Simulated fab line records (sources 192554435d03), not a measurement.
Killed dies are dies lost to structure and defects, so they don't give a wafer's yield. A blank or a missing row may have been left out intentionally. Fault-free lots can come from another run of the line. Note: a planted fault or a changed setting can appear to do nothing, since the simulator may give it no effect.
Problem report, 8D (eight disciplines) form, completed by code / flow n5-finfet / the parts of the form that need people (team, actions taken, sign-off) are left out

== 1. THE ISSUE ==
COMB_M3 at N5_BEOL_M4_RC_MEAS_101 reads a mean of 1.7e-10 S/m on 1 wafer of 1 lot; wafers without a fault read 5.7e-11 S/m with a standard deviation of 1e-11. That is +11 standard deviations from the usual mean.
The first sign was on wafer L237.3 at day 10 10:26, on prober-02. The record holds 27 wafers of 9 lots with a number at this step. Rule for "out", or "out of limits": more than 4 standard deviations from the usual mean. Any other wafer with a number is counted as sound.

== 2. WHAT IT IS, AND WHAT IT ISN'T ==
question=which readings at this step | is=COMB_M3, CHAIN_V2, CHAIN_V2_max_site, COMB_M3_max_site | is not=DIBL_N, IOFF_P, ION_N, ION_P, SS_N, SS_P, VT_N, VT_P
question=which lots | is=L237 | is not=L226, L228, L229, L231, L236, L244, L245, L249
question=which wafers of those lots | is=L237.3 | is not=L237.1, L237.6
question=read on which gauges | is=prober-02 | is not=prober-01
question=when | is=from day 10 10:26 | is not=up to then (17 sound wafers); but 9 sound wafers of L244, L245, L249 came after

== 3. SUSPECTS, AND WHAT RULES EACH OUT ==
Counting: a tool at a process step up to the reading stays a suspect if it ran every lot that is out. Sound lots after the first of them don't rule it out here, since some wafers of a struck lot are sound.
- ruled out: the gauge at N5_BEOL_M4_RC_MEAS_101. All the wafers that are out were read on prober-02, but those of them that N5_PASSIVATION_PROBE_49 has rows for are out there too, on other tools.
- pvd-sputter-02 at N5_BEOL_M3_DEGAS_44 (time 60 s): kept. It processed L237, the lot that is out, at day 9 23:35, and its most recent sound lot before then was L231 at day 8 13:47.
- pvd-sputter-02 at N5_BEOL_M3_PRE_CLEAN_45 (time 30 s): kept. It processed L237, the lot that is out, at day 9 23:38, and its most recent sound lot before then was L231 at day 8 13:50.
- ald-metal-01 at N5_BEOL_M3_ALD_84 (deposits TaN, pulse time 2 s, purge time 3 s, co reactant purge time 2 s): kept. It processed L237, the lot that is out, at day 9 23:53, and its most recent sound lot before then was L231 at day 8 14:05.
- pvd-sputter-01 at N5_BEOL_M3_ANNEAL_49 (time 240 s): kept. It processed L237, the lot that is out, at day 10 00:24, and its most recent sound lot before then was L231 at day 8 14:49.
- At N5_BEOL_M3_ALD_84, inside ald-metal-01: chamber 3 took the wafers that are out, while their sound lot-mates went through chambers 0, 1.
Left after counting: pvd-sputter-02 at N5_BEOL_M3_DEGAS_44, pvd-sputter-02 at N5_BEOL_M3_PRE_CLEAN_45, ald-metal-01 at N5_BEOL_M3_ALD_84, pvd-sputter-01 at N5_BEOL_M3_ANNEAL_49.

== 4. THE CAUSE (what the simulator had put in) ==
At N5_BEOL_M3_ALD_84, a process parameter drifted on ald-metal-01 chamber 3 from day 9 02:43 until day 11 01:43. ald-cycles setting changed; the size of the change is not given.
This tool is one of the 4 suspects left after counting.

== 5. THE EFFECT CHAIN, in route order ==
One row per reading whose mean, taken over the struck wafers that have a number, lies over 3 standard deviations from the usual. Scope: only readings with a usual standard deviation given in the record; hours: median across lots of the time from each lot's start at the first step in this table that gives one to its start at this step; sigmas: change in usual standard deviations.
hours=0; step=N5_BEOL_M4_RC_MEAS_101; reading=CHAIN_V2; usual=230 ohm/link; on struck wafers=193; change=-37; sigmas=-4.1
hours=0; step=N5_BEOL_M4_RC_MEAS_101; reading=CHAIN_V2_max_site; usual=238 ohm/link; on struck wafers=196; change=-42; sigmas=-4.2
hours=0; step=N5_BEOL_M4_RC_MEAS_101; reading=COMB_M3; usual=5.7e-11 S/m; on struck wafers=1.7e-10; change=+1.1e-10; sigmas=+11
hours=0; step=N5_BEOL_M4_RC_MEAS_101; reading=COMB_M3_max_site; usual=8e-11 S/m; on struck wafers=3e-10; change=+2e-10; sigmas=+11
hours=93; step=N5_PASSIVATION_PROBE_49; reading=defect-limited-yield; usual=91.2 %; on struck wafers=83.1; change=-8.1; sigmas=-5.8
hours=93; step=N5_PASSIVATION_PROBE_49; reading=killed_at_M0_to_M3; usual=36; on struck wafers=142; change=+106; sigmas=+11
hours=93; step=N5_PASSIVATION_PROBE_49; reading=killed-dies; usual=104; on struck wafers=200; change=+96; sigmas=+5.6
hours=93; step=N5_PASSIVATION_PROBE_49; reading=sort-n-pass; usual=1076; on struck wafers=980; change=-96; sigmas=-5.6
hours=93; step=N5_PASSIVATION_PROBE_49; reading=sort-yield-pct; usual=91.2 %; on struck wafers=83.1; change=-8.1; sigmas=-5.8
Its process steps:
- N5_PASSIVATION_PROBE_49

== 6. HOW IT WOULD HAVE BEEN CAUGHT EARLIER ==
Counted from the fault's start at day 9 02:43, it took 32 hours until the first out-of-limits reading at a measuring or inspecting step in this record, taken at day 10 10:26.
An alarm limit of 4 standard deviations would not have fired on the tool readings at N5_BEOL_M3_ALD_84 for which the record gives a usual standard deviation, since none of them was out on any struck wafer.
Lots out: 1; all had begun N5_BEOL_M3_ALD_84 on ald-metal-01 by day 10 10:26. Had the tool been put on hold then, not one of them would have been saved.
